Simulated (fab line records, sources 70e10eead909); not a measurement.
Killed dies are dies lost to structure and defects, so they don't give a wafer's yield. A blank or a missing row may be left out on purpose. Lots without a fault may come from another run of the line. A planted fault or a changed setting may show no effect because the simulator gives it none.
Which tool did it? | flow nand_harc | 10 lots, 30 wafers sampled, at 5 steps of a route of 1302

WHAT THE GAUGES READ, wafer by wafer
NHARC_END_SORT_01. Usual: defect_limited_yield 92.3 %, standard deviation 2.7; killed_at_array 47, standard deviation 18; killed_at_other 0.9, standard deviation 1.1; killed_at_periphery 4, standard deviation 3.1; killed_dies 52, standard deviation 18; killed_open 3.1, standard deviation 1.5; killed_short 2.4, standard deviation 1.5; sort_bin_2_pct 2.7 %, standard deviation 1.2; sort_bin_3_pct 0.6 %, standard deviation 0.38; sort_bin_4_pct 4.5 %, standard deviation 1.5; sort_n_pass 625, standard deviation 18; sort_rim_yield_pct 89 %, standard deviation 4.5; sort_yield_pct 92.3 %, standard deviation 2.7.
lot  | measured     | on        | defect_limited_yield (%) | killed_at_array | killed_at_other | killed_at_periphery | killed_dies | killed_open | killed_short | sort_bin_2_pct (%) | sort_bin_3_pct (%) | sort_bin_4_pct (%) | sort_n_pass | sort_rim_yield_pct (%) | sort_yield_pct (%) | flag
L115 | day 30 18:03 | prober-01 | 78.4 95.0 92.6           | 46 30 48        | 0 2 1           | 100 2 1             | 146 34 50   | 4 1 3       | 3 2 2        | 8.9 1.8 2.7        | 5.0 0.6 0.7        | 7.7 2.7 4.0        | 531 643 627 | 85 92 92               | 78.4 95.0 92.6     | OFF
L117 | day 32 19:52 | prober-01 | 90.3 77.4 91.0           | 65 62 56        | 0 1 2           | 1 90 3              | 66 153 61   | 3 2 2       | 1 3 4        | 4.1 8.1 4.1        | 0.9 5.2 0.6        | 4.7 9.3 4.3        | 611 524 616 | 83 80 81               | 90.3 77.4 91.0     | OFF

WHICH TOOL RAN EACH LOT (tool, then ch and the chambers of the sampled wafers, then the start)
lot  | NHARC_P_BONDPAD_ETCH_37           | NHARC_A_BONDPAD_ETCH_34            | NHARC_THIN_TSV_DESCUM_14           | NHARC_THIN_TSV_ETCHBACK_48
L999 | rie_diel-05 ch 1,2,3, day 7 00:36 | rie_diel-07 ch 0,1, day 23 17:03   | rie_diel-10 ch 1,3, day 24 07:43   | rie_diel-13 ch 1,2,3, day 24 09:58
L100 | rie_diel-11 ch 0,3, day 7 02:04   | rie_diel-07 ch 1,3, day 23 14:09   | rie_diel-10 ch 1,3, day 24 01:55   | rie_diel-13 ch 0,1,3, day 24 04:08
L101 | rie_diel-11 ch 0,1,3, day 7 20:10 | rie_diel-07 ch 0,2,3, day 24 10:29 | rie_diel-13 ch 0,2,3, day 25 01:14 | rie_diel-13 ch 0,2,3, day 25 03:20
L104 | rie_diel-11 ch 0,1, day 8 22:13   | rie_diel-07 ch 0,2,3, day 25 17:26 | rie_diel-12 ch 1,2, day 26 09:14   | rie_diel-10 ch 0,1, day 26 11:20
L106 | rie_diel-08 ch 0,1,2, day 9 11:28 | rie_diel-01 ch 0,1, day 25 18:43   | rie_diel-13 ch 0,3, day 26 10:20   | rie_diel-12 ch 0,1,2, day 26 12:40
L107 | rie_diel-11 ch 0,2, day 10 03:06  | rie_diel-07 ch 1,2,3, day 26 04:01 | rie_diel-13 ch 0,1, day 26 21:50   | rie_diel-10 ch 1,2,3, day 26 23:55
L108 | rie_diel-11 ch 1,2, day 10 09:37  | rie_diel-02 ch 0,2, day 26 19:05   | rie_diel-12 ch 0,2,3, day 27 12:42 | rie_diel-13 ch 0,2, day 27 14:46
L115 | rie_diel-11 ch 0,2, day 13 09:37  | rie_diel-01 ch 0,1,2, day 29 12:17 | rie_diel-10 ch 0,1,2, day 30 03:43 | rie_diel-10 ch 1,2,3, day 30 05:48
L117 | rie_diel-11 ch 2,3, day 14 16:42  | rie_diel-07 ch 0,1,2, day 31 07:29 | rie_diel-13 ch 0,2, day 32 03:32   | rie_diel-12 ch 0,1,2, day 32 05:40
L122 | rie_diel-08 ch 2,3, day 16 00:23  | rie_diel-01 ch 0,1,2, day 32 02:52 | rie_diel-10 ch 0,3, day 32 19:25   | rie_diel-12 ch 0,2, day 32 21:51
- NHARC_P_BONDPAD_ETCH_37: etches the open film in N2/H2, target depth 60 nm, overetch 18 nm, time 65.91 s.
- NHARC_A_BONDPAD_ETCH_34: etches the open film in N2/H2, target depth 60 nm, overetch 18 nm, time 65.91 s.
- NHARC_THIN_TSV_DESCUM_14: chemistry O2, time 3 s.
- NHARC_THIN_TSV_ETCHBACK_48: etches the open film in C4F8/Ar, target depth 1028.5 nm, time 405.17 s.

WHAT THE TOOLS THEMSELVES READ (means of the sampled wafers that have a number; where no wafer has one, the mark that the record gives instead)
NHARC_P_BONDPAD_ETCH_37. Usual: drypump_motor_current_A 5.8 A, standard deviation 0.35; h2_flow_sccm 150.0 sccm, standard deviation 0.49; oes_product_au 0.998 a.u., standard deviation 0.014; rf_vpp_V 431.1 V, standard deviation 2.9; showerhead_plenum_p_Torr 2.06 Torr, standard deviation 0.11; throttle_valve_pct 14.172 %, standard deviation 0.0083.
lot  | tool        | drypump_motor_current_A (A) | h2_flow_sccm (sccm) | oes_product_au (a.u.) | rf_vpp_V (V) | showerhead_plenum_p_Torr (Torr) | throttle_valve_pct (%) | flag
L999 | rie_diel-05 | 5.8                         | 149.8               | 1.004                 | 432.7        | 2.08                            | 14.180                 |
L100 | rie_diel-11 | 6.0                         | 150.2               | 0.995                 | 434.1        | 2.19                            | 14.167                 |
L101 | rie_diel-11 | 5.9                         | 149.7               | 1.003                 | 432.9        | 2.14                            | 14.177                 |
L104 | rie_diel-11 | 5.8                         | 149.8               | 0.992                 | 432.8        | 2.09                            | 14.169                 |
L106 | rie_diel-08 | 5.6                         | 150.3               | 1.001                 | 429.3        | 2.01                            | 14.171                 |
L107 | rie_diel-11 | 5.7                         | 149.7               | 0.996                 | 428.6        | 2.00                            | 14.179                 |
L108 | rie_diel-11 | 6.0                         | 150.0               | 1.003                 | 430.3        | 1.99                            | 14.168                 |
L115 | rie_diel-11 | 5.6                         | 150.1               | 0.999                 | 432.5        | 2.10                            | 14.183                 |
L117 | rie_diel-11 | 6.2                         | 149.6               | 0.992                 | 431.8        | 2.09                            | 14.173                 |
L122 | rie_diel-08 | 5.9                         | 149.7               | 0.997                 | 432.3        | 2.08                            | 14.166                 |

NHARC_A_BONDPAD_ETCH_34. Usual: drypump_motor_current_A 5.9 A, standard deviation 0.32; h2_flow_sccm 150.0 sccm, standard deviation 0.42; oes_product_au 1.000 a.u., standard deviation 0.013; rf_vpp_V 430 V, standard deviation 3.2; showerhead_plenum_p_Torr 2.03 Torr, standard deviation 0.11; throttle_valve_pct 14.170 %, standard deviation 0.0094.
lot  | tool        | drypump_motor_current_A (A) | h2_flow_sccm (sccm) | oes_product_au (a.u.) | rf_vpp_V (V) | showerhead_plenum_p_Torr (Torr) | throttle_valve_pct (%) | flag
L999 | rie_diel-07 | 6.2                         | 149.4               | 0.996                 | 432          | 2.07                            | 14.179                 |
L100 | rie_diel-07 | 5.8                         | 150.1               | 1.003                 | 432          | 2.11                            | 14.178                 |
L101 | rie_diel-07 | 5.9                         | 150.1               | 0.989                 | 432          | 2.09                            | 14.164                 |
L104 | rie_diel-07 | 5.9                         | 150.2               | 1.006                 | 432          | 2.09                            | 14.167                 |
L106 | rie_diel-01 | 5.9                         | 150.2               | 0.984                 | 431          | 2.05                            | 14.170                 |
L107 | rie_diel-07 | 5.8                         | 149.9               | 0.997                 | 430          | 2.04                            | 14.165                 |
L108 | rie_diel-02 | 5.9                         | 150.0               | 1.003                 | 429          | 1.97                            | 14.171                 |
L115 | rie_diel-01 | 5.7                         | 149.7               | 0.998                 | 431          | 1.99                            | 14.163                 |
L117 | rie_diel-07 | 6.0                         | 149.9               | 0.999                 | 430          | 2.02                            | 14.174                 |
L122 | rie_diel-01 | 5.7                         | 150.0               | 0.992                 | 429          | 1.98                            | 14.169                 |

NHARC_THIN_TSV_DESCUM_14. Usual: drypump_motor_current_A 5.7 A, standard deviation 0.38; oes_product_au 1.003 a.u., standard deviation 0.016; rf_vpp_V 57.7 V, standard deviation 0.88; showerhead_plenum_p_Torr 1.92 Torr, standard deviation 0.082; throttle_valve_pct 11.310 %, standard deviation 0.0088.
lot  | tool        | drypump_motor_current_A (A) | oes_product_au (a.u.) | rf_vpp_V (V) | showerhead_plenum_p_Torr (Torr) | throttle_valve_pct (%) | flag
L999 | rie_diel-10 | 5.5                         | 1.017                 | 58.5         | 2.03                            | 11.309                 |
L100 | rie_diel-10 | 5.5                         | 1.010                 | 58.0         | 2.03                            | 11.308                 |
L101 | rie_diel-13 | 5.6                         | 1.006                 | 58.1         | 1.93                            | 11.318                 |
L104 | rie_diel-12 | 5.6                         | 0.996                 | 57.2         | 1.94                            | 11.303                 |
L106 | rie_diel-13 | 5.3                         | 1.005                 | 57.3         | 1.88                            | 11.313                 |
L107 | rie_diel-13 | 5.0                         | 0.976                 | 57.3         | 1.95                            | 11.311                 |
L108 | rie_diel-12 | 5.7                         | 0.994                 | 57.7         | 1.83                            | 11.306                 |
L115 | rie_diel-10 | 5.8                         | 1.003                 | 58.0         | 1.92                            | 11.310                 |
L117 | rie_diel-13 | 5.8                         | 1.020                 | 57.9         | 1.98                            | 11.310                 |
L122 | rie_diel-10 | 5.9                         | 1.023                 | 57.1         | 1.95                            | 11.308                 |

NHARC_THIN_TSV_ETCHBACK_48. Usual: oes_product_au 0.95 a.u., standard deviation 0.036; rf_vpp_V 547 V, standard deviation 3.2.
lot  | tool        | oes_product_au (a.u.) | rf_vpp_V (V) | flag
L999 | rie_diel-13 | 0.93                  | 547          |
L100 | rie_diel-13 | 0.92                  | 547          |
L101 | rie_diel-13 | 0.93                  | 547          |
L104 | rie_diel-10 | 0.99                  | 549          |
L106 | rie_diel-12 | 0.93                  | 546          |
L107 | rie_diel-10 | 1.00                  | 549          |
L108 | rie_diel-13 | 0.95                  | 550          |
L115 | rie_diel-10 | 0.99                  | 549          |
L117 | rie_diel-12 | 0.92                  | 545          |
L122 | rie_diel-12 | 0.92                  | 544          |

THE ANSWER, worked out from the rows above alone
Rule: a lot is off if the mean of its wafers that have a number lies more than 3 standard deviations from the usual mean. A lot without any number at a reading at which 4 lots or more have one is off too. The other lots that the step has rows for count as sound. The gauges are gone through in route order, then the tools' own readings, and for those a lot's mean is taken as printed above. The first step at which some lot is off is used, and at that step the reading that is off furthest; a lot without a number counts as furthest.
Off: L115, L117, at NHARC_END_SORT_01 (killed_at_periphery). Neither off nor sound, because the step has no rows for them: L999, L100, L101, L104, L106, L107, L108, L122.
A tool fits if, at a process step before that reading, it ran every lot that is off, and no sound lot after the first of them. The gauges at NHARC_END_SORT_01 are tried like those tools. Can't be told from this: 2 tools fit, rie_diel-11 at NHARC_P_BONDPAD_ETCH_37, prober-01 at NHARC_END_SORT_01.

WHAT THE SIMULATOR HAD PUT IN
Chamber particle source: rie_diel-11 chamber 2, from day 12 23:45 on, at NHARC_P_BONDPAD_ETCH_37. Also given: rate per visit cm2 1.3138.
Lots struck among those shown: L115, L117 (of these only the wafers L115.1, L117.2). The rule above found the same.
